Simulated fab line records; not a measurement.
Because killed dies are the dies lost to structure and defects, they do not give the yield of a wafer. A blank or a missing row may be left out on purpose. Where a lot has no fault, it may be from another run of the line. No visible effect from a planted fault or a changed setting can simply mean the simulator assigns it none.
One fault through the eyes of 3 desks    flow nand_harc    what lay behind the numbers comes last; until then each desk has only its own

== METROLOGY DESK ==
Means of the sampled wafers that have a number, per lot and without regard to the tool the lot ran on: this is what the gauges read. Marked OUT: a lot whose mean sits more than 4 standard deviations from the usual mean, which makes it out of limits; the brackets give that distance.
Columns: A = cd_nm at NHARC_P_STI_CD_MEAS_09, usual 200.0 nm; B = overlay_x_nm at NHARC_P_STI_OVL_MEAS_10, usual 2 nm; C = overlay_y_nm at NHARC_P_STI_OVL_MEAS_10, usual 0 nm
lot   first seen here  A      B   C
L590  day 4 00:01      201.6  3   16
L592  day 4 21:10      199.2  8   7
L593  day 5 09:20      199.3  -4  -2
L605  day 10 06:54     198.8  4   -4
L606  day 10 23:21     199.5  -6  7
L610  day 12 12:10     201.6  5   -5
This desk's finding: nothing out of limits on any of the 6 lots.

== AT THE TOOL OWNER'S DESK: rie_diel-03 ==
The tool's own readings at NHARC_P_STI_ETCH_42 (etches the open film in N2/H2, target depth 80 nm, overetch 24 nm, time 61 s): means of the sampled wafers that have a number, for each lot that ran on this tool. Marked OUT: a lot whose mean sits more than 4 standard deviations from the usual mean, which makes it out of limits; the brackets give that distance. 7 of its 8 readings are shown: the first one out of limits and those lying furthest out on some lot.
Columns: A = drypump_motor_current_A at NHARC_P_STI_ETCH_42, usual 5.6 A; B = oes_product_au at NHARC_P_STI_ETCH_42, usual 1.001 a.u.; C = rf_fwd_power_W at NHARC_P_STI_ETCH_42, usual 395.9 W; D = rf_vpp_V at NHARC_P_STI_ETCH_42, usual 431 V; E = run_length_s at NHARC_P_STI_ETCH_42, usual 82.4 s; F = showerhead_plenum_p_Torr at NHARC_P_STI_ETCH_42, usual 2.07 Torr; G = throttle_valve_pct at NHARC_P_STI_ETCH_42, usual 14.173 %
lot   first seen here  A    B      C      D    E                F     G
L592  day 4 21:31      5.5  0.999  396.3  430  82.4             2.02  14.169
L605  day 10 07:14     5.6  1.001  397.2  431  73.7 (-20) OUT   2.06  14.168
L606  day 10 23:41     6.0  0.995  394.5  431  78.2 (-9.5) OUT  2.04  14.175
This desk's finding: out of limits on L605, L606; first on L605, day 10 07:14 (run_length_s at NHARC_P_STI_ETCH_42). Within limits: L592.

== THE DEFECT DESK ==
Counts from the inspections along the route, per lot, as means over the sampled wafers that have a number. Marked OUT: a lot whose mean sits more than 4 standard deviations from the usual mean, which makes it out of limits; the brackets give that distance.
Columns: A = raw_defect_count at NHARC_P_STI_INSPECT_11, usual 6
lot   first seen here  A
L590  day 4 00:08      2
L592  day 4 21:18      5
L593  day 5 09:28      6
L605  day 10 07:01     11
L606  day 10 23:29     4
L610  day 12 12:17     5
This desk's finding: nothing out of limits on any of the 6 lots.

== ALL TOGETHER ==
An alarm could have come from the tool owner's desk at day 10 07:14, on L605, L606.
From the metrology desk's view, nothing was out of limits.
Nothing the defect desk looked at was out of limits.
The metrology desk has L605, L606 on record, within its limits.
The defect desk has L605, L606 on record, within its limits.
Of the lots named, all ran NHARC_P_STI_ETCH_42 on rie_diel-03.

== WHAT THE SIMULATOR HAD PUT IN ==
rie_diel-03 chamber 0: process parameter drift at NHARC_P_STI_ETCH_42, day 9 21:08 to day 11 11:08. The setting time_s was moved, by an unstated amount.
Shown lots that were struck: L605, L606.
Hours from the fault's start to each desk's first reading out of limits: the tool owner's desk, 10.
